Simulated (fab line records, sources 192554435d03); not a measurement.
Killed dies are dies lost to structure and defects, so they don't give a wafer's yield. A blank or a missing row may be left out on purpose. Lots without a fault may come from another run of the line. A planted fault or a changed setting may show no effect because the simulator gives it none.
fab line records | flow n5_finfet
record lots=7 wafers=21
route steps=1938 shown PASSIVATION@1931
start_h: hours from the record's first day to the start of the lot's first wafer shown | wait_h: hours since the lot's step before | " the same as in the row above | L1.1+2: a row that stands for several wafers | - no value, or no start given | * or withheld: withheld | < > ~ a bound
route shown NAME@n: a module of which the file shows steps, and the number in the route of the first | usual: mean/standard deviation of fault-free wafers | same: alike in all rows | chamber/n: place in a boat | sites: the reading at each site | _std_site: their standard deviation | _edge_site: outer sites' mean less inner sites' | radius_mm: how far each site lies from the wafer's centre | mask NAME#n: copy n | behind: the tool/chamber that last shaped the wafer | hold: why the lot was held/for how many hours/how that ended | device: the transistor (n, p or np) that didn't switch | end of line: the same wafers' tests at the end of the route | a step without rows: its recipe alone | killed: dies lost to structure and defects at the first sort, not the wafer's yield | map: a wafer's dies, x killed, . not, _ none there
set.NAME: the setting as run; set.NAME@STEP: as run at that earlier step | model.NAME: the simulator's own value behind a step, which no gauge read
lots whose settings were changed on purpose; a table a step, a row a wafer
## steps
# step N5_PASSIVATION_STRIP_48
# recipe chemistry=O2 power_w=600 temp_c=60 pressure_mtorr=30 rf_frequency_hz=6e+07 bias_power_w=0 overash_fraction=0.5 o2_flow_sccm=225
# columns lot.wafer tool chamber start_h wait_h set.temp_c
L075.2+3 rie_diel-04 2,3 282.34 0.1 56.84
L075.5 " 2 " " 60
L077.1+2+3 rie_diel-06 1,2,3 282.63 0.1 60
L081.3+6 rie_diel-05 2,1 311.81 0.1 62
L081.5 " 0 " " 60
L085.1+3+4 rie_diel-06 2,1,0 334.77 0.1 60
L090.2+4+6 rie_diel-04 1,2,1 369.24 0.1 60
L092.1 rie_diel-06 0 388.67 0.1 60
L092.4+6 " 2,0 " " 58.86
L097.1+2+3 rie_diel-06 2,0,3 413.54 0.1 58.89
# step N5_PASSIVATION_STRIP_52
# recipe chemistry=post_etch_residue_remover time_s=1200 temp_c=72.5
# step N5_PASSIVATION_CLEAN_71
# recipe chemistry=IPA time_s=180 temp_c=25
# step N5_PASSIVATION_SRD_72
# recipe dry=ipa_marangoni time_s=30 temp_c=23 rinse_liquid=diw
# step N5_PASSIVATION_ANNEAL_56
# recipe temp_c=400 time_s=1800 ambient=FGA idle_temp_c=300 ramp_up_c_per_min=5 ramp_down_c_per_min=3
# step N5_PASSIVATION_PROBE_49
# usual defect_limited_yield=91.3/1.4 killed_at_M0_to_M3=34/10 killed_at_M4_up=13/4.8 killed_at_contacts=12/6.1 killed_at_front_end=40/11 killed_at_other=3.7/2.8 killed_dies=103/16 killed_open=67/12 killed_short=34/7.4 sort_bin_5_function=5.1/0.95 sort_bin_6_memory=3.2/0.62 sort_n_pass=1077/16 sort_yield_pct=91.3/1.4
# same gross_dies=1180 killed_at_back_side=0 sort_bin_4_leakage[%]=0 sort_bin_8_speed[%]=0
# columns lot.wafer tool chamber start_h wait_h set.develop_time_s@PASSIVATION_DEVELOP_29 defect_limited_yield[%] killed_at_M0_to_M3 killed_at_M4_up killed_at_contacts killed_at_front_end killed_at_other killed_dies killed_open killed_short sort_bin_5_function[%] sort_bin_6_memory[%] sort_n_pass sort_yield_pct[%]
L075.2 prober-01 - 284.88 0.1 60 91.1 36 4 13 49 3 105 61 44 5.1 3.2 1075 91.1
L075.3 prober-01 - 284.93 0.1 60 50.0 44 5 30 45 466 590 89 35 45.1 4.5 590 50.0
L075.5 prober-01 - 285.03 0.2 60 51.4 46 10 13 27 477 573 72 32 44.7 3.6 607 51.4
L077.1 prober-02 - 285.53 0.0 49.1 51.4 32 14 12 63 452 573 86 37 44.4 3.7 607 51.4
L077.2 prober-02 - 285.58 0.1 60 0.4 47 15 8 39 1066 1175 81 35 95.6 3.7 5 0.4
L077.3 prober-02 - 285.63 0.1 60 90.1 59 13 14 30 1 117 61 41 6.7 2.6 1063 90.1
L081.3 prober-02 - 315.84 0.1 69.68 90.9 34 11 17 36 9 107 70 34 5.8 3.1 1073 90.9
L081.5 prober-02 - 315.94 0.2 60 90.1 40 18 15 38 6 117 75 42 5.7 3.8 1063 90.1
L081.6 prober-02 - 315.99 0.3 60 89.7 49 13 25 30 5 122 73 39 6.5 3.4 1058 89.7
L085.1 prober-02 - 337.26 0.0 60 92.3 32 12 7 34 6 91 58 32 4.3 3.2 1089 92.3
L085.3 prober-02 - 337.36 0.1 53.53 90.7 37 15 9 43 6 110 68 37 4.6 4.2 1070 90.7
L085.4 prober-02 - 337.41 0.2 60 91.4 35 10 10 45 1 101 60 37 5.3 2.4 1079 91.4
L090.2 prober-02 - 371.78 0.1 60 90.9 36 25 16 30 0 107 76 31 5.4 3.4 1073 90.9
L090.4 prober-02 - 371.88 0.2 60 92.5 29 16 22 19 3 89 57 31 4.2 3.0 1091 92.5
L090.6 prober-02 - 371.98 0.3 60 93.8 22 10 17 22 2 73 41 26 3.7 2.1 1107 93.8
L092.1 prober-01 - 391.16 0.0 67.89 75.9 110 15 83 73 3 284 91 37 13.7 8.9 896 75.9
L092.4 prober-01 - 391.31 0.2 67.89 86.2 34 17 69 37 6 163 67 32 7.9 5.6 1017 86.2
L092.6 prober-01 - 391.41 0.3 60 83.6 105 16 7 61 5 194 86 49 9.4 6.4 986 83.6
L097.1 prober-02 - 416.03 0.0 48.59 2.9 1016 18 63 48 1 1146 72 43 92.0 4.3 34 2.9
L097.2 prober-02 - 416.08 0.1 60 60.1 97 21 80 31 242 471 64 36 31.4 7.2 709 60.1
L097.3 prober-02 - 416.13 0.1 48.59 0.7 1072 7 15 45 33 1172 60 29 96.3 2.6 8 0.7
# killed by level:class
L075.2 FIN_SAQP:geometric_particle:short=15 FIN_SAQP:geometric_particle:open=13 MOL_CONTACT_COAG:geometric_particle:open=11 BEOL_M0_SAQP:geometric_particle:open=11 BEOL_M0_SAQP:geometric_particle:short=8 STI_FIN_REVEAL:geometric_particle:open=7 BEOL_M1:geometric_particle:open=4 GATE_CUT:geometric_particle:short=3
L075.3 PASSIVATION:area_pecvd=465 MOL_CONTACT_COAG:geometric_particle:open=30 BEOL_M0_SAQP:geometric_particle:open=18 FIN_SAQP:geometric_particle:open=14 BEOL_M0_SAQP:geometric_particle:short=9 FIN_SAQP:geometric_particle:short=8 GATE_CUT:geometric_particle:short=7 BEOL_M1:geometric_particle:open=7
L075.5 PASSIVATION:area_pecvd=469 BEOL_M2:geometric_particle:open=13 MOL_CONTACT_COAG:geometric_particle:open=12 BEOL_M0_SAQP:geometric_particle:open=10 BEOL_M0_SAQP:geometric_particle:short=8 BEOL_M1:geometric_particle:open=7 FIN_SAQP:geometric_particle:open=6 FIN_SAQP:geometric_particle:short=4
L077.1 PASSIVATION:area_pecvd=449 STI_FIN_REVEAL:geometric_particle:open=17 FIN_SAQP:geometric_particle:open=15 FIN_SAQP:geometric_particle:short=10 MOL_CONTACT_COAG:geometric_particle:open=10 BEOL_M2:geometric_particle:open=8 BEOL_M0:geometric_particle:open=6 STI_FIN_REVEAL:geometric_particle:short=5
L077.2 PASSIVATION:area_etch=1058 BEOL_M0_SAQP:geometric_particle:open=11 BEOL_M1:geometric_particle:open=8 FIN_SAQP:geometric_particle:open=7 FIN_SAQP:geometric_particle:short=7 BEOL_M0:geometric_particle:open=7 BEOL_M4:geometric_particle:open=7 GATE_CUT:geometric_particle:short=6
L077.3 BEOL_M0_SAQP:area_ald=13 FIN_SAQP:geometric_particle:short=11 BEOL_M1:geometric_particle:open=11 MOL_CONTACT_COAG:geometric_particle:open=10 BEOL_M0_SAQP:geometric_particle:short=9 BEOL_M4:geometric_particle:open=8 FIN_SAQP:geometric_particle:open=6 BEOL_M0_SAQP:geometric_particle:open=6
L081.3 STI_FIN_REVEAL:geometric_particle:open=13 MOL_CONTACT_COAG:geometric_particle:open=12 BEOL_M0_SAQP:geometric_particle:open=12 BEOL_M0_SAQP:geometric_particle:short=7 BEOL_M3:geometric_particle:open=7 STI_FIN_REVEAL:geometric_particle:short=5 MIM_TOP_ETCH:geometric_particle:open=5 BEOL_M2:geometric_particle:open=4
L081.5 BEOL_M0_SAQP:geometric_particle:short=12 MOL_CONTACT_COAG:geometric_particle:open=11 BEOL_M0_SAQP:geometric_particle:open=11 STI_FIN_REVEAL:geometric_particle:open=7 DUMMY_GATE:geometric_particle:open=7 BEOL_M4:geometric_particle:open=6 BEOL_M4:geometric_particle:short=6 BEOL_M3:geometric_particle:open=6
L081.6 BEOL_M0_SAQP:geometric_particle:short=18 BEOL_M0_SAQP:geometric_particle:open=15 MOL_CONTACT_COAG:geometric_particle:open=12 MOL_CONTACT_COAG:area_ald=10 BEOL_M3:geometric_particle:open=9 FIN_SAQP:geometric_particle:open=5 ILD0:geometric_particle:open=5 BEOL_M1:geometric_particle:open=4
L085.1 BEOL_M2:geometric_particle:open=9 STI_FIN_REVEAL:geometric_particle:open=8 FIN_SAQP:geometric_particle:short=6 MOL_CONTACT_COAG:geometric_particle:open=6 FIN_SAQP:geometric_particle:open=5 BEOL_M5:geometric_particle:open=5 DUMMY_GATE:geometric_particle:open=4 BEOL_M3:geometric_particle:short=4
L085.3 FIN_SAQP:geometric_particle:short=11 FIN_SAQP:geometric_particle:open=9 BEOL_M2:geometric_particle:open=9 MOL_CONTACT_COAG:geometric_particle:open=8 BEOL_M1:geometric_particle:open=6 BEOL_M4:geometric_particle:open=6 BEOL_M0_SAQP:geometric_particle:short=5 STI_FIN_REVEAL:geometric_particle:open=4
L085.4 FIN_SAQP:geometric_particle:short=17 BEOL_M2:geometric_particle:open=13 FIN_SAQP:geometric_particle:open=11 MOL_CONTACT_COAG:geometric_particle:open=9 BEOL_M0_SAQP:geometric_particle:open=5 BEOL_M1:geometric_particle:open=5 BEOL_M4:geometric_particle:open=5 STARTING-WAFER:geometric_particle:short=5
L090.2 BEOL_M4:geometric_particle:open=20 MOL_CONTACT_COAG:geometric_particle:open=13 STI_FIN_REVEAL:geometric_particle:open=8 BEOL_M1:geometric_particle:open=8 BEOL_M0_SAQP:geometric_particle:open=7 BEOL_M0_SAQP:geometric_particle:short=6 BEOL_M3:geometric_particle:open=6 DUMMY_GATE:geometric_particle:open=4
L090.4 MOL_CONTACT_COAG:geometric_particle:open=20 BEOL_M0_SAQP:geometric_particle:short=9 BEOL_M4:geometric_particle:open=7 FIN_SAQP:geometric_particle:short=5 BEOL_M1:geometric_particle:open=5 BEOL_M3:geometric_particle:short=4 GATE_CUT:geometric_particle:short=3 BEOL_M0:geometric_particle:open=3
L090.6 MOL_CONTACT_COAG:geometric_particle:open=10 BEOL_M1:geometric_particle:open=9 MOL_CONTACT_COAG:geometric_particle:short=5 FIN_SAQP:geometric_particle:open=4 GATE_CUT:geometric_particle:short=4 BEOL_M4:geometric_particle:open=4 DUMMY_GATE:geometric_particle:open=3 BEOL_M0_SAQP:geometric_particle:short=3
L092.1 MOL_CONTACT_COAG:area_expose=74 BEOL_M0_SAQP:area_expose=70 FIN_SAQP:geometric_particle:short=18 FIN_SAQP:geometric_particle:open=16 BEOL_M3:geometric_particle:open=16 STI_FIN_REVEAL:geometric_particle:open=13 MOL_CONTACT_COAG:geometric_particle:open=9 BEOL_M0_SAQP:geometric_particle:open=8
L092.4 MOL_CONTACT_COAG:area_expose=63 BEOL_M0_SAQP:geometric_particle:open=11 BEOL_M4:geometric_particle:open=10 STI_FIN_REVEAL:geometric_particle:open=9 DUMMY_GATE:geometric_particle:open=7 BEOL_M0_SAQP:geometric_particle:short=7 BEOL_M3:geometric_particle:open=7 MOL_CONTACT_COAG:geometric_particle:open=6
L092.6 BEOL_M0_SAQP:area_expose=57 STI_FIN_REVEAL:geometric_particle:open=14 BEOL_M0_SAQP:geometric_particle:short=13 BEOL_M0_SAQP:geometric_particle:open=13 FIN_SAQP:geometric_particle:short=11 FIN_SAQP:geometric_particle:open=10 BEOL_M2:geometric_particle:open=9 DUMMY_GATE:geometric_particle:open=8
L097.1 BEOL_M0_SAQP:area_ald=974 MOL_CONTACT_COAG:area_expose=55 STI_FIN_REVEAL:geometric_particle:open=12 BEOL_M0_SAQP:geometric_particle:open=12 BEOL_M0_SAQP:geometric_particle:short=10 BEOL_M4:geometric_particle:open=9 GATE_CUT:geometric_particle:short=7 BEOL_M3:geometric_particle:open=6
L097.2 PASSIVATION:area_pecvd=241 BEOL_M0_SAQP:area_expose=66 MOL_CONTACT_COAG:area_expose=62 MOL_CONTACT_COAG:geometric_particle:open=12 BEOL_M0_SAQP:geometric_particle:open=10 BEOL_M4:geometric_particle:open=10 BEOL_M0_SAQP:geometric_particle:short=8 GATE_CUT:geometric_particle:short=7
L097.3 BEOL_M0_SAQP:area_ald=1051 PASSIVATION:area_etch=21 MOL_CONTACT_COAG:geometric_particle:open=13 STI_FIN_REVEAL:geometric_particle:open=9 PASSIVATION:area_pecvd=9 DUMMY_GATE:geometric_particle:open=6 BEOL_M2:geometric_particle:open=6 BEOL_M0_SAQP:geometric_particle:short=5
## key
split step=N5_PASSIVATION_STRIP_48 setting=temp_c stated=60 by=wafer
response none clear
split outside_this_file step=N5_PASSIVATION_DEVELOP_29 setting=develop_time_s
# split outside_this_file: this setting was split too, and the file shows its column; the key of that split is in another file
